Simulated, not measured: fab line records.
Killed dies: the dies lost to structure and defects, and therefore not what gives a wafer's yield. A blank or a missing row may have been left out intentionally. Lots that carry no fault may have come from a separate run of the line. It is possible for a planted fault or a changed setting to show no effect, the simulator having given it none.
Chamber matching :: flow n5-finfet :: 4 sister chambers for N5_FIN_CUT_DESCUM_13 on rie-diel-04
The step chemistry O2, time 7 s. 14 wafers are shown with their chamber, then 7 later ones without.

== WAFERS, EACH WITH ITS CHAMBER ==
wafer: L082.1
chamber: 3
drypump-motor-current-A (A): 5.3
oes-product-au (a.u.): 0.71
showerhead-plenum-p-Torr (Torr): 2.09

wafer: L082.3
chamber: 2
drypump-motor-current-A (A): 6.2
oes-product-au (a.u.): 0.77
showerhead-plenum-p-Torr (Torr): 2.10

wafer: L082.6
chamber: 3
drypump-motor-current-A (A): 5.3
oes-product-au (a.u.): 0.71
showerhead-plenum-p-Torr (Torr): 2.09

wafer: L083.1
chamber: 0
drypump-motor-current-A (A): 5.2
oes-product-au (a.u.): 0.75
showerhead-plenum-p-Torr (Torr): 1.99

wafer: L083.2
chamber: 3
drypump-motor-current-A (A): 5.2
oes-product-au (a.u.): 0.70
showerhead-plenum-p-Torr (Torr): 2.08

wafer: L083.3
chamber: 2
drypump-motor-current-A (A): 6.2
oes-product-au (a.u.): 0.77
showerhead-plenum-p-Torr (Torr): 2.10

wafer: L084.2
chamber: 2
drypump-motor-current-A (A): 6.2
oes-product-au (a.u.): 0.76
showerhead-plenum-p-Torr (Torr): 2.10

wafer: L084.5
chamber: 3
drypump-motor-current-A (A): 5.3
oes-product-au (a.u.): 0.70
showerhead-plenum-p-Torr (Torr): 2.08

wafer: L084.6
chamber: 2
drypump-motor-current-A (A): 6.2
oes-product-au (a.u.): 0.77
showerhead-plenum-p-Torr (Torr): 2.10

wafer: L085.1
chamber: 1
drypump-motor-current-A (A): 5.2
oes-product-au (a.u.): 0.96
showerhead-plenum-p-Torr (Torr): 2.14

wafer: L085.4
chamber: 3
drypump-motor-current-A (A): 5.3
oes-product-au (a.u.): 0.70
showerhead-plenum-p-Torr (Torr): 2.08

wafer: L085.5
chamber: 1
drypump-motor-current-A (A): 5.2
oes-product-au (a.u.): 0.96
showerhead-plenum-p-Torr (Torr): 2.14

wafer: L089.2
chamber: 2
drypump-motor-current-A (A): 6.2
oes-product-au (a.u.): 0.76
showerhead-plenum-p-Torr (Torr): 2.09

wafer: L089.3
chamber: 3
drypump-motor-current-A (A): 5.3
oes-product-au (a.u.): 0.69
showerhead-plenum-p-Torr (Torr): 2.08

SIGNATURES, as means of the wafers listed above
reading: drypump-motor-current-A
chamber 0: 5.200
chamber 1: 5.200
chamber 2: 6.200
chamber 3: 5.283
scatter within a chamber: 0.0289

reading: oes-product-au
chamber 0: 0.7500
chamber 1: 0.9600
chamber 2: 0.7660
chamber 3: 0.7017
scatter within a chamber: 0.00635

reading: showerhead-plenum-p-Torr
chamber 0: 1.9900
chamber 1: 2.1400
chamber 2: 2.0980
chamber 3: 2.0833
scatter within a chamber: 0.00462
Rule: for each reading, subtract the chamber's mean from the wafer's reading, divide by that reading's scatter and square the result; add these up over the readings and take the root, which gives the wafer's distance from the chamber. If the next closest chamber is less than 2 further off than the closest, the wafer can't be placed; otherwise it belongs to the closest. The scatter: the root of (the sum of the squares of (reading less its chamber's mean) over the shown wafers, divided by (wafers less chambers)).

== WAFERS MISSING THEIR CHAMBER ==
wafer: L089.5
drypump-motor-current-A (A): 5.2
oes-product-au (a.u.): 0.93
showerhead-plenum-p-Torr (Torr): 2.14

wafer: L090.2
drypump-motor-current-A (A): 5.2
oes-product-au (a.u.): 0.72
showerhead-plenum-p-Torr (Torr): 1.99

wafer: L090.3
drypump-motor-current-A (A): 5.2
oes-product-au (a.u.): 0.92
showerhead-plenum-p-Torr (Torr): 2.14

wafer: L090.4
drypump-motor-current-A (A): 5.3
oes-product-au (a.u.): 0.69
showerhead-plenum-p-Torr (Torr): 2.08

wafer: L092.1
drypump-motor-current-A (A): 6.2
oes-product-au (a.u.): 0.75
showerhead-plenum-p-Torr (Torr): 2.09

wafer: L092.2
drypump-motor-current-A (A): 5.2
oes-product-au (a.u.): 0.91
showerhead-plenum-p-Torr (Torr): 2.14

wafer: L092.5
drypump-motor-current-A (A): 5.3
oes-product-au (a.u.): 0.70
showerhead-plenum-p-Torr (Torr): 2.08

== WHICH CHAMBER EACH WENT THROUGH ==
wafer: L089.5
from the rows above: 1
in truth: 1

wafer: L090.2
from the rows above: 0
in truth: 0

wafer: L090.3
from the rows above: 1
in truth: 1

wafer: L090.4
from the rows above: 3
in truth: 3

wafer: L092.1
from the rows above: 2
in truth: 2

wafer: L092.2
from the rows above: 1
in truth: 1

wafer: L092.5
from the rows above: 3
in truth: 3
Placed correctly: 7 of 7. Left unplaced by these rows: 0. Number placed wrongly: 0.
